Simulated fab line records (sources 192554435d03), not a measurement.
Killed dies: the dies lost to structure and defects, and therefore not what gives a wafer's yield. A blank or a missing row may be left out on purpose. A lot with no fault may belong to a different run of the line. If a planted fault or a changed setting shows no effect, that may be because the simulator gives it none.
2 desks looking at one fault -- flow n5Finfet -- each desk holds nothing but its own numbers, with what lay behind them at the end

## THE METROLOGY DESK
What the gauges read, lot by lot, whatever tool the lot ran on: means of the sampled wafers that have a number. Marked OUT: a lot whose mean sits more than 4 standard deviations from the usual mean, which makes it out of limits; the brackets give that distance.
Columns: A = cdNm at N5_BEOL_M9_CD_MEAS_11, usual 63.9 nm
lot,first seen here,A
L254,day 10 00:08,63.4
L258,day 11 06:22,63.6
L259,day 11 16:25,63.4
L265,day 13 05:41,63.3
L268,day 14 10:31,64.2
L269,day 14 17:26,64.3
L271,day 14 21:14,63.9
L272,day 14 22:07,64.1
L273,day 15 02:07,64.4
L276,day 16 09:03,64.2
Finding of this desk: none of the 10 lots has anything out of limits.

## TOOL OWNER'S DESK, rieDiel-03
The tool's own readings at N5_BEOL_M9_ETCH_62 (etches SOC in N2/H2, target depth 110 nm, overetch 22 nm, time 165 s): means of the sampled wafers that have a number, for each lot that ran on this tool. Marked OUT: a lot whose mean sits more than 4 standard deviations from the usual mean, which makes it out of limits; the brackets give that distance.
Columns: A = drypumpMotorCurrentA at N5_BEOL_M9_ETCH_62, usual 5.5 A; B = oesProductAu at N5_BEOL_M9_ETCH_62, usual 0.66 a.u.; C = rfFwdPowerW at N5_BEOL_M9_ETCH_62, usual 836.8 W; D = rfVppV at N5_BEOL_M9_ETCH_62, usual 523.9 V; E = showerheadPlenumPTorr at N5_BEOL_M9_ETCH_62, usual 2.54 Torr; F = throttleValvePct at N5_BEOL_M9_ETCH_62, usual 17.85 %
lot,first seen here,A,B,C,D,E,F
L254,day 10 00:19,5.8,0.65,837.6,522.8,2.51,17.65
L258,day 11 06:42,5.6,0.67,903.0 (+25) OUT,511.8 (-5.1) OUT,2.52,17.82
L259,day 11 16:45,5.6,0.67,906.1 (+27) OUT,511.1 (-5.3) OUT,2.52,17.82
L271,day 14 21:31,5.7,0.66,832.4,523.2,2.48,17.76
L272,day 14 22:17,5.9,0.67,839.2,522.1,2.46,17.79
L273,day 15 02:22,5.5,0.67,837.3,521.9,2.48,17.78
This desk's verdict: out of limits on L258, L259, starting with L258 at day 11 06:42 (rfFwdPowerW at N5_BEOL_M9_ETCH_62). L254, L271, L272, L273: within limits.

## PUT TOGETHER
The tool owner's desk could have raised an alarm at day 11 06:42, on L258, L259.
Metrology desk: nothing out of limits seen.
The metrology desk holds a record of L258, L259, inside its limits.
On rieDiel-03, each named lot ran N5_BEOL_M9_ETCH_62.

## WHAT THE SIMULATOR PUT IN
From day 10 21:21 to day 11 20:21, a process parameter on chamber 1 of rieDiel-03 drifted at N5_BEOL_M9_ETCH_62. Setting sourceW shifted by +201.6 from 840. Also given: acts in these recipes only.
Shown lots that were struck: L258, L259.
How many hours passed from the start of the fault until each desk's first out-of-limits reading: the tool owner's desk, 9.
